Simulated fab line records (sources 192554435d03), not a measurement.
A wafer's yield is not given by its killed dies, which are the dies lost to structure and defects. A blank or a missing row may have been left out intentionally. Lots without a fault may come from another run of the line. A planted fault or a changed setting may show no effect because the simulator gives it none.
fab line records + flow n5-finfet + part 2 of 2: steps 21 to 27 of 27
record
- lots=5
- wafers=15
- last-day=18
route steps=1938 shown BEOL_M13@1672
lots that met no fault: taken from a fault-free run of the same line
start-h: hours from the record's first day to the start of the lot's first wafer shown + wait-h: hours from the lot's prior step to this one + " identical to the entry in the row above + L1.1+2: a row that stands for several wafers + - either no value or no given start + * or withheld: withheld + < > ~ a bound
route shown NAME@n: NAME is a module with steps in the file, n the number in the route of the first one + usual: mean/standard deviation taken from wafers without a fault + same: alike in all rows + chamber/n: place in a boat + sites: the reading at each site + _std_site: the standard deviation of these + _edge_site: mean of outer sites minus mean of inner sites + radius-mm: for every site, how far away it sits from the centre of the wafer + mask NAME#n: copy n + behind: tool/chamber where the wafer was last shaped + hold: what put the lot on hold/how long, in hours/how the hold closed + device: transistor that didn't switch, given as n, p or np + end of line: at the end of the route, the tests of the same wafers + a step given without rows: its recipe and nothing more + killed: dies lost to structure and defects at the first sort, not the wafer's yield + map: per-die view of a wafer (x killed, . not killed, _ where there is no die)
set.NAME: the run value of the setting; set.NAME@STEP: its run value at that earlier step + model.NAME: the simulator's own value behind a step, which no gauge read
lots at selected steps of the route; one table per step, one row per wafer
services: when a tool's chamber went out of use (start-h, in hours from the record's first day, below 0 if earlier), for how many hours, and the reason
## steps
# step N5_BEOL_M13_DESCUM_33
# recipe
- chemistry=O2
- time-s=7.9
- source-power-w=50
- bias-power-w=20
- pressure-mtorr=20
- rf-frequency-hz=2.712e+07
- temp-c=40
- o2-flow-sccm=225
# usual
- drypump-motor-current-A=5.6/0.49
- o2-flow-sccm=225.0/0.67
- oes-product-au=0.81/0.1
- rf-vpp-V=243.4/1.4
- showerhead-plenum-p-Torr=2.10/0.073
- throttle-valve-pct=20.24/0.26
| lot.wafer | tool        | chamber | start-h | wait-h | drypump-motor-current-A | o2-flow-sccm | oes-product-au | rf-hours-counter-h | rf-vpp-V | showerhead-plenum-p-Torr | throttle-valve-pct |
|-----------|-------------|---------|---------|--------|-------------------------|--------------|----------------|--------------------|----------|--------------------------|--------------------|
| L080.3    | rie-diel-03 | 3       | 313.61  | 0.1    | 5.2                     | 224.3        | 0.78           | 92                 | 243.8    | 2.10                     | 20.20              |
| L080.5    | "           | 3       | "       | "      | 5.2                     | 225.5        | 0.78           | -                  | 244.1    | 2.10                     | 20.18              |
| L080.6    | "           | 0       | "       | "      | 5.1                     | 225.9        | 0.68           | -                  | 243.5    | 2.14                     | 20.44              |
| L081.1    | rie-diel-02 | 2       | 315.79  | 0.0    | 5.6                     | 224.7        | 0.70           | 230                | 244.2    | 2.16                     | 20.36              |
| L081.5    | "           | 3       | "       | "      | 6.0                     | 224.5        | 0.70           | -                  | 241.2    | 1.98                     | 20.46              |
| L081.6    | "           | 2       | "       | "      | 5.6                     | 225.2        | 0.70           | -                  | 245.5    | 2.16                     | 20.37              |
| L088.2    | rie-diel-02 | 1       | 367.23  | 0.0    | 6.4                     | 225.9        | 0.71           | 183                | 242.6    | 2.00                     | 20.63              |
| L088.4    | "           | 2       | "       | "      | 5.6                     | 225.0        | 0.68           | -                  | 244.2    | 2.16                     | 20.39              |
| L088.5    | "           | 3       | "       | "      | 6.0                     | 224.5        | 0.69           | -                  | 240.6    | 1.97                     | 20.49              |
| L092.1    | rie-diel-02 | 1       | 385.28  | 0.2    | 6.4                     | 224.6        | 0.71           | 191                | 242.4    | 2.00                     | 20.65              |
| L092.2    | "           | 0       | "       | "      | 5.0                     | 225.2        | 0.90           | 24                 | 241.9    | 2.14                     | 19.81              |
| L092.6    | "           | 2       | "       | "      | 5.6                     | 225.5        | 0.68           | -                  | 244.3    | 2.15                     | 20.41              |
| L090.1    | rie-diel-02 | 2       | 389.56  | 1.1    | 5.6                     | 224.1        | 0.68           | 257                | 243.7    | 2.15                     | 20.40              |
| L090.2    | "           | 0       | "       | "      | 5.0                     | 225.6        | 0.91           | 26                 | 243.8    | 2.14                     | 19.82              |
| L090.3    | "           | 1       | "       | "      | 6.4                     | 225.5        | 0.71           | 194                | 242.1    | 2.00                     | 20.67              |
# step N5_BEOL_M13_ETCH_67
# recipe
- chemistry=CF4
- target=SiARC
- target-depth-a=1430
- time-s=238.3
- ion-energy-ev=80
- pressure-mtorr=40
- source-w=545
- bias-w=36
- Ar_flow_sccm=100
- cf4-flow-sccm=100
- ends=cleared
# usual
- drypump-motor-current-A=5.6/0.5
- etch-rf-on-time-s=241/6.4
- oes-product-au=0.69/0.085
- rf-vpp-V=184.2/1.2
- showerhead-plenum-p-Torr=2.15/0.067
- throttle-valve-pct=15.45/0.28
| lot.wafer | tool        | chamber | start-h | wait-h | drypump-motor-current-A | etch-rf-on-time-s | oes-product-au | rf-hours-counter-h | rf-vpp-V | showerhead-plenum-p-Torr | throttle-valve-pct |
|-----------|-------------|---------|---------|--------|-------------------------|-------------------|----------------|--------------------|----------|--------------------------|--------------------|
| L080.3    | rie-diel-03 | 3       | 313.65  | 0.0    | 5.2                     | 238               | 0.68           | 92                 | 184.6    | 2.17                     | 15.47              |
| L080.5    | "           | 3       | "       | "      | 5.2                     | 238               | 0.67           | -                  | 185.4    | 2.17                     | 15.46              |
| L080.6    | "           | 0       | "       | "      | 5.1                     | 236               | 0.60           | -                  | 183.9    | 2.19                     | 15.71              |
| L081.1    | rie-diel-02 | 2       | 315.83  | 0.0    | 5.5                     | 250               | 0.59           | 230                | 185.9    | 2.18                     | 15.51              |
| L081.5    | "           | 3       | "       | "      | 6.0                     | 244               | 0.60           | -                  | 181.5    | 2.05                     | 15.83              |
| L081.6    | "           | 2       | "       | "      | 5.5                     | 252               | 0.58           | -                  | 185.3    | 2.18                     | 15.52              |
| L088.2    | rie-diel-02 | 1       | 367.26  | 0.0    | 6.4                     | 244               | 0.61           | 183                | 182.0    | 2.06                     | 15.89              |
| L088.4    | "           | 2       | "       | "      | 5.6                     | 249               | 0.58           | -                  | 184.5    | 2.18                     | 15.57              |
| L088.5    | "           | 3       | "       | "      | 6.0                     | 242               | 0.59           | -                  | 183.2    | 2.04                     | 15.87              |
| L092.1    | rie-diel-02 | 1       | 385.31  | 0.0    | 6.4                     | 243               | 0.61           | 191                | 182.2    | 2.06                     | 15.91              |
| L092.2    | "           | 0       | "       | "      | 5.0                     | 230               | 0.80           | 24                 | 185.0    | 2.19                     | 15.03              |
| L092.6    | "           | 2       | "       | "      | 5.6                     | 253               | 0.57           | -                  | 185.7    | 2.18                     | 15.55              |
| L090.1    | rie-diel-02 | 2       | 389.60  | 0.0    | 5.6                     | 252               | 0.57           | 257                | 184.5    | 2.17                     | 15.56              |
| L090.2    | "           | 0       | "       | "      | 5.0                     | 231               | 0.79           | 27                 | 185.2    | 2.19                     | 15.04              |
| L090.3    | "           | 1       | "       | "      | 6.4                     | 245               | 0.61           | 194                | 182.6    | 2.06                     | 15.91              |
# step N5_BEOL_M13_ETCH_68
# recipe
- chemistry=N2/H2
- target=SOC
- mask-material=SiARC
- source-w=3000
- bias-w=350
- temp-c=40
- time-s=355
- ion-energy-ev=200
- pressure-mtorr=30
- n2-flow-sccm=200
- h2-flow-sccm=200
# usual
- drypump-motor-current-A=5.6/0.49
- oes-product-au=0.81/0.1
- rf-vpp-V=524.3/2.6
- showerhead-plenum-p-Torr=2.55/0.091
- throttle-valve-pct=17.54/0.24
| lot.wafer | tool        | chamber | start-h | wait-h | drypump-motor-current-A | oes-product-au | rf-hours-counter-h | rf-vpp-V | showerhead-plenum-p-Torr | throttle-valve-pct |
|-----------|-------------|---------|---------|--------|-------------------------|----------------|--------------------|----------|--------------------------|--------------------|
| L080.3    | rie-diel-03 | 3       | 313.80  | 0.1    | 5.2                     | 0.80           | 92                 | 524.8    | 2.57                     | 17.66              |
| L080.5    | "           | 3       | "       | "      | 5.1                     | 0.79           | -                  | 524.1    | 2.57                     | 17.67              |
| L080.6    | "           | 0       | "       | "      | 5.1                     | 0.69           | -                  | 525.0    | 2.60                     | 17.74              |
| L081.1    | rie-diel-02 | 2       | 315.97  | 0.1    | 5.6                     | 0.70           | 230                | 525.4    | 2.62                     | 17.76              |
| L081.5    | "           | 3       | "       | "      | 6.0                     | 0.71           | -                  | 518.7    | 2.38                     | 17.65              |
| L081.6    | "           | 2       | "       | "      | 5.6                     | 0.70           | -                  | 525.1    | 2.61                     | 17.76              |
| L088.2    | rie-diel-02 | 1       | 367.41  | 0.1    | 6.4                     | 0.71           | 183                | 521.3    | 2.41                     | 17.85              |
| L088.4    | "           | 2       | "       | "      | 5.6                     | 0.68           | -                  | 527.8    | 2.61                     | 17.77              |
| L088.5    | "           | 3       | "       | "      | 6.0                     | 0.69           | -                  | 519.8    | 2.38                     | 17.69              |
| L092.1    | rie-diel-02 | 1       | 385.46  | 0.1    | 6.4                     | 0.71           | 191                | 520.4    | 2.41                     | 17.87              |
| L092.2    | "           | 0       | "       | "      | 5.1                     | 0.91           | 24                 | 525.8    | 2.59                     | 17.15              |
| L092.6    | "           | 2       | "       | "      | 5.6                     | 0.68           | -                  | 525.7    | 2.60                     | 17.78              |
| L090.1    | rie-diel-02 | 2       | 389.74  | 0.1    | 5.5                     | 0.67           | 257                | 526.4    | 2.60                     | 17.79              |
| L090.2    | "           | 0       | "       | "      | 5.0                     | 0.91           | 27                 | 524.8    | 2.59                     | 17.15              |
| L090.3    | "           | 1       | "       | "      | 6.5                     | 0.71           | 194                | 522.8    | 2.41                     | 17.88              |
# step N5_BEOL_M13_STRIP_69
# recipe
- chemistry=N2/H2
- temp-c=40
- n2-flow-sccm=200
- h2-flow-sccm=200
- rf-frequency-hz=6e+07
| lot.wafer  | tool        | chamber | start-h | wait-h |
|------------|-------------|---------|---------|--------|
| L080.3+5+6 | rie-diel-03 | 3,3,0   | 314.01  | 0.1    |
| L081.1+5+6 | rie-diel-02 | 2,3,2   | 316.18  | 0.1    |
| L088.2+4+5 | rie-diel-02 | 1,2,3   | 367.62  | 0.1    |
| L092.1+2+6 | rie-diel-02 | 1,0,2   | 385.67  | 0.1    |
| L090.1+2+3 | rie-diel-02 | 2,0,1   | 389.96  | 0.1    |
# step N5_BEOL_M13_TRENCH_ETCH_34
# recipe
- chemistry=C4F8/O2/Ar
- target=SiOC
- target-depth-a=4134.7
- mask-material=SOC
- pressure-mtorr=30
- source-w=3000
- bias-w=700
- Ar_flow_sccm=400
- C4F8_flow_sccm=15
- O2_flow_sccm=8
- he-inner-torr=15
- he-outer-torr=30
- time-s=162.6
- ion-energy-ev=250
# usual
- drypump-motor-current-A=5.6/0.5
- oes-product-au=0.81/0.1
- rf-vpp-V=666/3.1
- showerhead-plenum-p-Torr=3.43/0.11
- throttle-valve-pct=24.01/0.26
| lot.wafer | tool        | chamber | start-h | wait-h | drypump-motor-current-A | oes-product-au | rf-hours-counter-h | rf-vpp-V | showerhead-plenum-p-Torr | throttle-valve-pct |
|-----------|-------------|---------|---------|--------|-------------------------|----------------|--------------------|----------|--------------------------|--------------------|
| L080.3    | rie-diel-03 | 3       | 314.02  | 0.0    | 5.2                     | 0.79           | 93                 | 667      | 3.47                     | 24.18              |
| L080.5    | "           | 3       | "       | "      | 5.2                     | 0.79           | -                  | 667      | 3.47                     | 24.18              |
| L080.6    | "           | 0       | "       | "      | 5.1                     | 0.69           | -                  | 667      | 3.49                     | 24.14              |
| L081.1    | rie-diel-02 | 2       | 316.19  | 0.0    | 5.6                     | 0.70           | 230                | 667      | 3.47                     | 23.88              |
| L081.5    | "           | 3       | "       | "      | 6.0                     | 0.70           | -                  | 659      | 3.26                     | 24.32              |
| L081.6    | "           | 2       | "       | "      | 5.6                     | 0.70           | -                  | 668      | 3.47                     | 23.88              |
| L088.2    | rie-diel-02 | 1       | 367.63  | 0.0    | 6.4                     | 0.72           | 183                | 661      | 3.28                     | 24.44              |
| L088.4    | "           | 2       | "       | "      | 5.6                     | 0.68           | -                  | 668      | 3.47                     | 23.90              |
| L088.5    | "           | 3       | "       | "      | 6.0                     | 0.69           | -                  | 660      | 3.26                     | 24.35              |
| L092.1    | rie-diel-02 | 1       | 385.68  | 0.0    | 6.4                     | 0.71           | 191                | 660      | 3.28                     | 24.44              |
| L092.2    | "           | 0       | "       | "      | 5.0                     | 0.91           | 24                 | 668      | 3.48                     | 23.55              |
| L092.6    | "           | 2       | "       | "      | 5.6                     | 0.68           | -                  | 667      | 3.46                     | 23.91              |
| L090.1    | rie-diel-02 | 2       | 389.97  | 0.0    | 5.6                     | 0.68           | 257                | 668      | 3.46                     | 23.91              |
| L090.2    | "           | 0       | "       | "      | 5.0                     | 0.91           | 27                 | 666      | 3.48                     | 23.57              |
| L090.3    | "           | 1       | "       | "      | 6.4                     | 0.70           | 194                | 661      | 3.28                     | 24.45              |
# step N5_BEOL_M13_STRIP_70
# recipe
- chemistry=C4F8/O2/Ar
- resist=SiARC
- rf-frequency-hz=6e+07
| lot.wafer  | tool        | chamber | start-h | wait-h |
|------------|-------------|---------|---------|--------|
| L080.3+5+6 | rie-diel-03 | 3,3,0   | 314.15  | 0.1    |
| L081.1+5+6 | rie-diel-02 | 2,3,2   | 316.33  | 0.1    |
| L088.2+4+5 | rie-diel-02 | 1,2,3   | 367.77  | 0.1    |
| L092.1+2+6 | rie-diel-02 | 1,0,2   | 385.82  | 0.1    |
| L090.1+2+3 | rie-diel-02 | 2,0,1   | 390.10  | 0.1    |
# step N5_BEOL_M13_OCD_MEAS_35
# usual
- trench-depth-nm=412/7.4
| lot.wafer | tool   | chamber | start-h | wait-h | trench-depth-nm |
|-----------|--------|---------|---------|--------|-----------------|
| L080.3    | ocd-02 | -       | 314.19  | 0.0    | 415             |
| L080.5    | "      | -       | "       | "      | 414             |
| L080.6    | "      | -       | "       | "      | 412             |
| L081.1    | ocd-01 | -       | 316.37  | 0.0    | 402             |
| L081.5    | "      | -       | "       | "      | 400             |
| L081.6    | "      | -       | "       | "      | 404             |
| L088.2    | ocd-01 | -       | 367.81  | 0.0    | 406             |
| L088.4    | "      | -       | "       | "      | 404             |
| L088.5    | "      | -       | "       | "      | 403             |
| L092.1    | ocd-01 | -       | 385.86  | 0.0    | 403             |
| L092.2    | "      | -       | "       | "      | 416             |
| L092.6    | "      | -       | "       | "      | 399             |
| L090.1    | ocd-01 | -       | 390.14  | 0.0    | 395             |
| L090.2    | "      | -       | "       | "      | 422             |
| L090.3    | "      | -       | "       | "      | 402             |
## services
| tool            | chamber | start-h | hours | kind                          |
|-----------------|---------|---------|-------|-------------------------------|
| krf-scanner-02  | -       | 289.44  | 2.5   | repair                        |
| krf-scanner-01  | -       | 321.41  | 1.0   | pm                            |
| krf-scanner-01  | -       | 329.90  | 1.0   | pm                            |
| rie-diel-05     | 1       | 330.57  | 3.3   | repair                        |
| plasma-asher-01 | -       | 331.44  | 1.3   | repair                        |
| rie-diel-03     | 2       | 333.39  | 19.1  | repair                        |
| rie-diel-05     | -       | 333.75  | 0.4   | repair                        |
| wet-bench-01    | -       | 334.77  | 5.5   | repair                        |
| krf-scanner-02  | -       | 335.72  | 1.3   | pm                            |
| wet-bench-02    | -       | 344.24  | 5.2   | repair                        |
| plasma-asher-02 | -       | 348.15  | 2.1   | repair                        |
| krf-scanner-01  | -       | 348.95  | 4.4   | pm                            |
| rie-diel-02     | 0       | 350.54  | 31.6  | repair                        |
| krf-scanner-02  | -       | 356.16  | 0.2   | repair                        |
| plasma-asher-02 | -       | 362.09  | 2.8   | pm                            |
| krf-scanner-01  | -       | 363.72  | 1.3   | pm                            |
| krf-scanner-02  | -       | 370.79  | 3.6   | pm                            |
| rie-diel-02     | 3       | 382.39  | -     | clean                         |
| rie-diel-02     | 3       | 382.39  | -     | consumable-replace:focus-ring |
| rie-diel-02     | 3       | 382.39  | -     | consumable-replace:showerhead |
| rie-diel-02     | 3       | 382.39  | 22.7  | scheduled-down                |
| rie-diel-02     | 3       | 382.39  | 22.7  | vent-cycle                    |
| rie-diel-05     | -       | 385.81  | 4.3   | pm                            |
| rie-diel-03     | -       | 388.37  | 4.3   | pm                            |
